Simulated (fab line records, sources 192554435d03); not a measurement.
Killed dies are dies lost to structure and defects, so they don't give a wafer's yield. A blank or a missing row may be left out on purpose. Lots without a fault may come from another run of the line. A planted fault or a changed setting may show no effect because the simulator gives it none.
Problem report in the 8D (eight disciplines) form, filled by code | flow n5_finfet | the parts of the form that need people (team, actions taken, sign-off) are left out

1. THE PROBLEM
RS_SD_N at N5_SD_ACTIVATION_RS_MEAS_03 reads a mean of 25.49 ohm/sq on 6 wafers of 2 lots; wafers without a fault read 21.76 ohm/sq with a standard deviation of 0.28. That is +13 standard deviations from the usual mean.
The step: measures by four-point-probe.
First seen on wafer L788.1, day 5 08:17, on film_metro-02. The record holds 27 wafers of 9 lots with a number at this step. Rule for "out", or "out of limits": more than 4 standard deviations from the usual mean. The other wafers with a number count as sound.

2. WHAT IT IS AND WHAT IT IS NOT
question                    | is                           | is not
which readings at this step | RS_SD_N                      | -
which lots                  | L788, L790                   | L784, L785, L786, L796, L800, L801, L803
which wafers of those lots  | all that have a number       | -
read on which gauges        | film_metro-01, film_metro-02 | -
when                        | from day 5 08:17             | up to then (9 sound wafers); but 12 sound wafers of L796, L800, L801, L803 came after

3. SUSPECTS, AND WHAT RULES EACH OUT
Counting: a tool at a process step up to the reading stays a suspect if it ran every lot that is out and no sound lot after the first of them.
- the gauge at N5_SD_ACTIVATION_RS_MEAS_03: ruled out. The wafers that are out were read on 2 gauges (film_metro-01, film_metro-02).
- laser_anneal-02 at N5_SD_ACTIVATION_LSA_01 (time 0.0008 s): ruled out as a lasting fault. Sound lots L801 ran on it after its first lot that is out, L788 (day 5 08:05).
Left after counting: nothing in the record.

4. THE CAUSE (what the simulator had put in)
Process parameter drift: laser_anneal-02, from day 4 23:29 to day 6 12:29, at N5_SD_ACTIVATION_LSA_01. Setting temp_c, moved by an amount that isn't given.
Counting ruled it out, wrongly: the rule takes a fault to strike every lot that its tool runs from its start on, and this one did not.

5. THE CHAIN OF EFFECTS, in route order
Each row: a reading whose mean over the struck wafers that have a number lies more than 3 standard deviations from the usual. Only readings for which the record gives a usual standard deviation are gone through. hours: the time from each lot's start at the first step in this table that gives one to its start at this step, as a median over the lots. sigmas: the change in usual standard deviations.
hours | step                        | reading          | usual        | on struck wafers | change | sigmas
0     | N5_SD_ACTIVATION_LSA_01     | wafer_temp_C_max | 1085.0       | 1052.6           | -32.4  | -23
0     | N5_SD_ACTIVATION_RS_MEAS_03 | RS_SD_N          | 21.76 ohm/sq | 25.49            | +3.73  | +13
113   | N5_BEOL_M4_RC_MEAS_101      | RC_DENSE_N       | 18.9 ohm.um  | 22.0             | +3.1   | +9.6
113   | N5_BEOL_M4_RC_MEAS_101      | RC_N             | 15.40 ohm.um | 17.84            | +2.44  | +9.7
113   | N5_BEOL_M4_RC_MEAS_101      | REXT_N           | 75.4 ohm.um  | 82.7             | +7.3   | +4.9
113   | N5_BEOL_M4_RC_MEAS_101      | RS_SD_N          | 28.2 ohm/sq  | 32.3             | +4.1   | +10
The process steps in it:
- N5_SD_ACTIVATION_LSA_01: time 0.0008 s.
Later measuring or inspecting steps at which every struck wafer that the step has a row for has a number for every such reading, and none has moved that far: N5_ILD0_THK_MEAS_13.

6. WHAT WOULD HAVE CAUGHT IT SOONER
In this record the first reading out of limits at a measuring or inspecting step was taken at day 5 08:17, 9 hours after the fault began at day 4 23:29.
The tool's own readings at N5_SD_ACTIVATION_LSA_01 were out on every struck wafer that the step has a row for (wafer_temp_C_max): an alarm limit on them would have fired on the first of those.
